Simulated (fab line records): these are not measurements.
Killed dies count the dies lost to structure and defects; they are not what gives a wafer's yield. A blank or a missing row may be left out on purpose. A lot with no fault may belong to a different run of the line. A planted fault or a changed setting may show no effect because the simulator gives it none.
Matching of chambers + flow n5Finfet + 4 sister chambers for N5_BEOL_M11_ETCH_62 on rieDiel-02
The step etches SOC in N2/H2, target depth 110 nm, overetch 22 nm, time 165 s. 4 wafers are shown with their chamber, then 8 later ones without.

## EACH WAFER AND ITS CHAMBER
| wafer  | chamber | throttleValvePct (%) |
|--------|---------|----------------------|
| L076.6 | 2       | 17.74                |
| L080.2 | 0       | 18.11                |
| L080.6 | 1       | 17.50                |
| L088.2 | 3       | 18.19                |

## WAFERS WITH NO CHAMBER GIVEN
| wafer  | throttleValvePct (%) |
|--------|----------------------|
| L088.3 | 17.51                |
| L088.5 | 18.14                |
| L090.1 | 18.17                |
| L090.5 | 17.52                |
| L090.6 | 18.17                |
| L097.1 | 18.22                |
| L097.4 | 17.56                |
| L097.5 | 17.55                |

## EACH ONE'S CHAMBER
| wafer  | from the rows above     | in truth |
|--------|-------------------------|----------|
| L088.3 | 1                       | 1        |
| L088.5 | can't be placed: 0 or 3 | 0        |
| L090.1 | can't be placed: 3 or 0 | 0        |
| L090.5 | 1                       | 1        |
| L090.6 | can't be placed: 3 or 0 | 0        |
| L097.1 | 3                       | 3        |
| L097.4 | 1                       | 1        |
| L097.5 | 1                       | 1        |
Correct placement for 5 of the 8. Can't be placed from these rows: 3 (the true chamber is among the candidates in 3). Placed wrongly: 0.
How it was worked out, from the rows above alone: a wafer's distance from a chamber is the root of the sum, over the readings, of the square of ((its reading less the chamber's mean) divided by the reading's scatter). If the next closest chamber is less than 2 further off than the closest, the wafer can't be placed; otherwise it belongs to the closest. For every chamber, the mean is computed from those of its wafers that are shown. The scatter (one wafer shown for each chamber): square how far every hidden wafer sits from the nearest shown wafer, average those squares and take the square root.
